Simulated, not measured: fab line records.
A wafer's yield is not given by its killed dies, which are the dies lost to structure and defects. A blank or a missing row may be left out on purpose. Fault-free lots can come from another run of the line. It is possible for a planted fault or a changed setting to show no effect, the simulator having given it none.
Lot-split experiment + flow n5 finfet + 21 wafers read across 7 lots, on a route 1938 steps long

## SPLIT DETAILS
At N5_PASSIVATION_ETCH_54 (etches SiO2 in CHF3/O2, target depth 880 nm, time 440 s), the setting time s was moved away from the recipe's 440 s on 6 of the 21 wafers read, by -17.6% to +20.3%. The other wafers ran this setting at the recipe's value.

Reading taken at the split's own step.

## THE READING
etch.depth nm (the simulator's own value, which no gauge read), in nm, at N5_PASSIVATION_ETCH_54 (etches SiO2 in CHF3/O2, target depth 880 nm, time 440 s). The file does not state a usual value for it. The 15 wafers here that ran the recipe average 881.6 nm, standard deviation 11 nm.

| wafer  | tool, chamber at the split | time s as run, s | against the recipe | etch.depth nm, nm | against lot-mates on the recipe |
|--------|----------------------------|------------------|--------------------|-------------------|---------------------------------|
| L074.1 | rie diel-05, 2             | 467.5            | +6.2%              | 945.9             | +46.7                           |
| L074.4 | rie diel-05, 0             | 440              | recipe             | 899.2             | -                               |
| L074.5 | rie diel-05, 2             | 467.5            | +6.2%              | 929.9             | +30.7                           |
| L080.2 | rie diel-02, 0             | 440              | recipe             | 879.4             | -                               |
| L080.3 | rie diel-02, 2             | 362.6            | -17.6%             | 739.9             | -139.5                          |
| L080.6 | rie diel-02, 0             | 362.6            | -17.6%             | 730.8             | -148.6                          |
| L088.1 | rie diel-02, 3             | 440              | recipe             | 866.1             | -                               |
| L088.3 | rie diel-02, 0             | 440              | recipe             | 885.5             | -                               |
| L088.4 | rie diel-02, 3             | 440              | recipe             | 868.9             | -                               |
| L089.2 | rie diel-05, 2             | 440              | recipe             | 873.2             | -                               |
| L089.4 | rie diel-05, 0             | 440              | recipe             | 887.9             | -                               |
| L089.5 | rie diel-05, 2             | 440              | recipe             | 871.6             | -                               |
| L090.1 | rie diel-05, 1             | 496              | +12.7%             | 1023              | +125.9                          |
| L090.4 | rie diel-05, 0             | 440              | recipe             | 896.1             | -                               |
| L090.6 | rie diel-05, 0             | 440              | recipe             | 898.1             | -                               |
| L091.1 | rie diel-02, 1             | 440              | recipe             | 863.6             | -                               |
| L091.2 | rie diel-02, 3             | 440              | recipe             | 880.4             | -                               |
| L091.4 | rie diel-02, 2             | 440              | recipe             | 895.2             | -                               |
| L095.2 | rie diel-02, 2             | 440              | recipe             | 879.8             | -                               |
| L095.4 | rie diel-02, 0             | 529.4            | +20.3%             | 1055              | +175.2                          |
| L095.5 | rie diel-02, 2             | 440              | recipe             | 879.7             | -                               |

FIT RESULTS
A straight line over all 21 wafers: etch.depth nm changes by +8.77 nm for each +1% of time s; r = +0.98; the points scatter about the line by 13 nm.
The same after taking each lot's own level away (the mean of its wafers on the recipe; 21 wafers): +8.42 nm for each +1%; r = +0.99; scatter 9.8 nm.
On that fit, the largest move of time s shifts the reading by 1.7e+02 nm.
The span of the lots' own levels, 873.50 to 899.20 nm, comes to 2.3 times the standard deviation stated above.
So the lot-to-lot level changes the slope little: the two slopes agree.
Check: for one of the wafers moved furthest among these (+20.3%), held out of the fit, the line's prediction against its lot-mates is +169 nm. It came out at +175 nm against them.

## THESE WAFERS: OTHER SPLITS
Before the reading, these wafers also passed through other splits. Each is held against what the fit with the lots' levels taken away leaves over:
| other split on the same wafers       | wafers away from the commonest value | r with etch.depth nm (lot level and that fit taken away) |
|--------------------------------------|--------------------------------------|----------------------------------------------------------|
| N5_BEOL_M11_DESCUM_16 time s         | 9                                    | +0.10                                                    |
| N5_BEOL_M12_SPUTTER_43 power w       | 4                                    | +0.17                                                    |
| N5_BEOL_M13_ETCH_67 bias w           | 7                                    | -0.15                                                    |
| N5_BEOL_M14_SPUTTER_43 time s        | 9                                    | +0.19                                                    |
| N5_BEOL_M14_DEP_53 time s            | 6                                    | -0.08                                                    |
| N5_PASSIVATION_PECVD_00 time s       | 7                                    | +0.03                                                    |
| N5_PASSIVATION_VIA_ETCH_13 bias w    | 2                                    | +0.14                                                    |
| N5_PASSIVATION_PASS_ETCH_47 source w | 9                                    | +0.14                                                    |

## THE WHOLE CHAIN: every reading that the file lists as answering this split, in the file's order
| step                   | what it does                                            | reading                                                                       | change (the file's fit)              | r (the file's) |
|------------------------|---------------------------------------------------------|-------------------------------------------------------------------------------|--------------------------------------|----------------|
| N5_PASSIVATION_ETCH_54 | etches SiO2 in CHF3/O2, target depth 880 nm, time 440 s | PASSIVATION.feature depth nm (the simulator's own value, which no gauge read) | +8.61 nm for each +1% of the setting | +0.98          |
| N5_PASSIVATION_ETCH_54 | etches SiO2 in CHF3/O2, target depth 880 nm, time 440 s | etch.depth nm (the simulator's own value, which no gauge read)                | +8.61 nm for each +1% of the setting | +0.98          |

## FILE'S OWN FIT
etch.depth nm changes by +8.61 nm for each +1% of time s, r = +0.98.
